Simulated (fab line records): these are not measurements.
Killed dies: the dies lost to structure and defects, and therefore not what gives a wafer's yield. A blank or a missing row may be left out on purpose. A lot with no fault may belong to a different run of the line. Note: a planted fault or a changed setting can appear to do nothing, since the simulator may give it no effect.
Split-lot experiment :: flow n5Finfet :: route with 1938 steps; 7 lots, 21 wafers read

## ABOUT THE SPLIT
At N5_BEOL_M8_TRENCH_ETCH_37 (etches SiCOH lowk in C4F6/O2, target depth 93.478 nm, time 31.2 s), the setting biasW was moved away from the recipe's 185 W on 9 of the 21 wafers read, by -17.7% to +9.5%. For the rest of the wafers, this setting stayed at what the recipe calls for.

## FROM THE SPLIT TO THE READING: what the file shows between them, 2 steps
- N5_BEOL_M8_ETCH_41: etches SiCN in CH3F/O2, target depth 31.9 nm, time 57.8 s
- N5_BEOL_M8_STRIP_80: strips in N2/H2, time 10 s

## THE READING
trenchDepthNm, in nm, at N5_BEOL_M8_OCD_MEAS_38. A value of 94.7 nm with a standard deviation of 1.8 nm is what fault-free wafers of this fab line usually give.

wafer: L080.2
tool, chamber at the split: rieDiel-06, 1
biasW as run, W: 160.9
against the recipe: -13.0%
trenchDepthNm, nm: 86.9
against lot-mates on the recipe: -6.9

wafer: L080.3
tool, chamber at the split: rieDiel-06, 3
biasW as run, W: 160.9
against the recipe: -13.0%
trenchDepthNm, nm: 89.9
against lot-mates on the recipe: -3.9

wafer: L080.5
tool, chamber at the split: rieDiel-06, 3
biasW as run, W: 185
against the recipe: recipe
trenchDepthNm, nm: 93.8
against lot-mates on the recipe: -

wafer: L082.1
tool, chamber at the split: rieDiel-06, 1
biasW as run, W: 152.3
against the recipe: -17.7%
trenchDepthNm, nm: 87.2
against lot-mates on the recipe: -7.0

wafer: L082.4
tool, chamber at the split: rieDiel-06, 0
biasW as run, W: 152.3
against the recipe: -17.7%
trenchDepthNm, nm: 90.0
against lot-mates on the recipe: -4.2

wafer: L082.6
tool, chamber at the split: rieDiel-06, 2
biasW as run, W: 185
against the recipe: recipe
trenchDepthNm, nm: 94.2
against lot-mates on the recipe: -

wafer: L083.1
tool, chamber at the split: rieDiel-05, 0
biasW as run, W: 185
against the recipe: recipe
trenchDepthNm, nm: 98.0
against lot-mates on the recipe: -

wafer: L083.3
tool, chamber at the split: rieDiel-05, 2
biasW as run, W: 164.5
against the recipe: -11.1%
trenchDepthNm, nm: 91.0
against lot-mates on the recipe: -7.0

wafer: L083.5
tool, chamber at the split: rieDiel-05, 1
biasW as run, W: 164.5
against the recipe: -11.1%
trenchDepthNm, nm: 91.1
against lot-mates on the recipe: -6.9

wafer: L090.4
tool, chamber at the split: rieDiel-05, 1
biasW as run, W: 185
against the recipe: recipe
trenchDepthNm, nm: 95.5
against lot-mates on the recipe: -

wafer: L090.5
tool, chamber at the split: rieDiel-05, 2
biasW as run, W: 185
against the recipe: recipe
trenchDepthNm, nm: 95.7
against lot-mates on the recipe: -

wafer: L090.6
tool, chamber at the split: rieDiel-05, 0
biasW as run, W: 185
against the recipe: recipe
trenchDepthNm, nm: 99.1
against lot-mates on the recipe: -

wafer: L091.2
tool, chamber at the split: rieDiel-04, 0
biasW as run, W: 185
against the recipe: recipe
trenchDepthNm, nm: 93.6
against lot-mates on the recipe: -

wafer: L091.3
tool, chamber at the split: rieDiel-04, 2
biasW as run, W: 202.6
against the recipe: +9.5%
trenchDepthNm, nm: 98.0
against lot-mates on the recipe: +4.4

wafer: L091.6
tool, chamber at the split: rieDiel-04, 1
biasW as run, W: 202.6
against the recipe: +9.5%
trenchDepthNm, nm: 100.6
against lot-mates on the recipe: +7.0

wafer: L092.1
tool, chamber at the split: rieDiel-05, 2
biasW as run, W: 173.3
against the recipe: -6.3%
trenchDepthNm, nm: 91.4
against lot-mates on the recipe: -3.7

wafer: L092.3
tool, chamber at the split: rieDiel-05, 1
biasW as run, W: 185
against the recipe: recipe
trenchDepthNm, nm: 96.2
against lot-mates on the recipe: -

wafer: L092.6
tool, chamber at the split: rieDiel-05, 2
biasW as run, W: 185
against the recipe: recipe
trenchDepthNm, nm: 93.9
against lot-mates on the recipe: -

wafer: L096.1
tool, chamber at the split: rieDiel-05, 1
biasW as run, W: 185
against the recipe: recipe
trenchDepthNm, nm: 96.1
against lot-mates on the recipe: -

wafer: L096.5
tool, chamber at the split: rieDiel-05, 1
biasW as run, W: 185
against the recipe: recipe
trenchDepthNm, nm: 96.2
against lot-mates on the recipe: -

wafer: L096.6
tool, chamber at the split: rieDiel-05, 0
biasW as run, W: 185
against the recipe: recipe
trenchDepthNm, nm: 98.0
against lot-mates on the recipe: -

THE FIT
A straight line over all 21 wafers: trenchDepthNm changes by +0.443 nm for each +1% of biasW; r = +0.90; the points scatter about the line by 1.7 nm.
The same after taking each lot's own level away (the mean of its wafers on the recipe; 21 wafers): +0.444 nm for each +1%; r = +0.91; scatter 1.6 nm.
That fit puts the effect of the largest move of biasW on the reading at 7.8 nm.
The span of the lots' own levels, 93.60 to 98.00 nm, comes to 2.4 times the standard deviation stated above.
So the lot-to-lot level changes the slope little: the two slopes agree.
Check: for one of the wafers moved furthest among these (-17.7%), held out of the fit, the line's prediction against its lot-mates is -7.89 nm. Against them it came out at -7 nm.
Tool readings at the split's step, against how far the setting was moved: rfVppV r = +0.96.

## THE OTHER SPLITS THESE WAFERS WENT THROUGH
These wafers also went through other splits before the reading. Each is held against what the fit with the lots' levels taken away leaves over:
other split on the same wafers: N5_BEOL_M6_DESCUM_33 timeS
wafers away from the commonest value: 6
r with trenchDepthNm (lot level and that fit taken away): -0.15

other split on the same wafers: N5_BEOL_M7_TRENCH_ETCH_37 timeS
wafers away from the commonest value: 8
r with trenchDepthNm (lot level and that fit taken away): +0.15

## THE WHOLE CHAIN: every reading that the file lists as answering this split, in the file's order
step: N5_BEOL_M8_TRENCH_ETCH_37
what it does: etches SiCOH lowk in C4F6/O2, target depth 93.478 nm, time 31.2 s
reading: rfVppV
change (the file's fit): +6.55 V for each +1% of the setting
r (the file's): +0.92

step: N5_BEOL_M8_OCD_MEAS_38
what it does: 
reading: trenchDepthNm
change (the file's fit): +0.441 nm for each +1% of the setting
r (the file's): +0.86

## THE FILE'S OWN FIT
trenchDepthNm changes by +0.441 nm for each +1% of biasW, r = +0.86.
